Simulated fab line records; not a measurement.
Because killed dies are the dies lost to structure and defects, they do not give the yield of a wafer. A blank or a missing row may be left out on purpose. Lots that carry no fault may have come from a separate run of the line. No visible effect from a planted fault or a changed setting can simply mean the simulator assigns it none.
Chamber matching    flow n5_finfet    N5_BEOL_M6_ETCH_65 on rie_diel-01 has 4 sister chambers
The step etches SiARC in CF4, target depth 15.6 nm, time 26 s. 8 wafers are shown with their chamber, then 8 later ones without.

## WAFERS PAIRED WITH THEIR CHAMBERS
wafer   chamber  showerhead_plenum_p_Torr (Torr)  etch_rf_on_time_s (s)
L086.2  3        2.27                             25.3
L089.1  3        2.27                             25.6
L089.2  1        2.09                             26.7
L089.6  0        2.25                             25.6
L091.1  0        2.24                             25.7
L091.4  2        2.18                             26.1
L091.5  1        2.08                             26.8
L093.2  2        2.18                             25.8

## WAFERS MISSING THEIR CHAMBER
wafer   showerhead_plenum_p_Torr (Torr)  etch_rf_on_time_s (s)
L093.5  2.26                             25.4
L093.6  2.24                             25.5
L094.2  2.24                             25.5
L094.3  2.08                             26.9
L094.4  2.26                             24.9
L096.3  2.18                             25.8
L096.4  2.08                             26.6
L096.5  2.24                             25.4

## CHAMBER TAKEN BY EACH
wafer   from the rows above      in truth
L093.5  can't be placed: 3 or 0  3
L093.6  0                        0
L094.2  0                        0
L094.3  1                        1
L094.4  can't be placed: 3 or 0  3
L096.3  2                        2
L096.4  1                        1
L096.5  0                        0
6 of 8 placed correctly. From these rows, 2 cannot be placed; in 2 the true chamber is one of the candidates. 0 placed wrongly.
How it was worked out, from the rows above alone: a wafer's distance from a chamber is the root of the sum, over the readings, of the square of ((its reading less the chamber's mean) divided by the reading's scatter). The wafer belongs to the nearest chamber; if the next one is less than 2 further off, it can't be placed. The mean given for a chamber averages the wafers shown for that chamber. How the scatter is found: for the shown wafers, subtract from each reading the mean of its chamber, square and add these, divide the total by (wafers less chambers), then take the root.
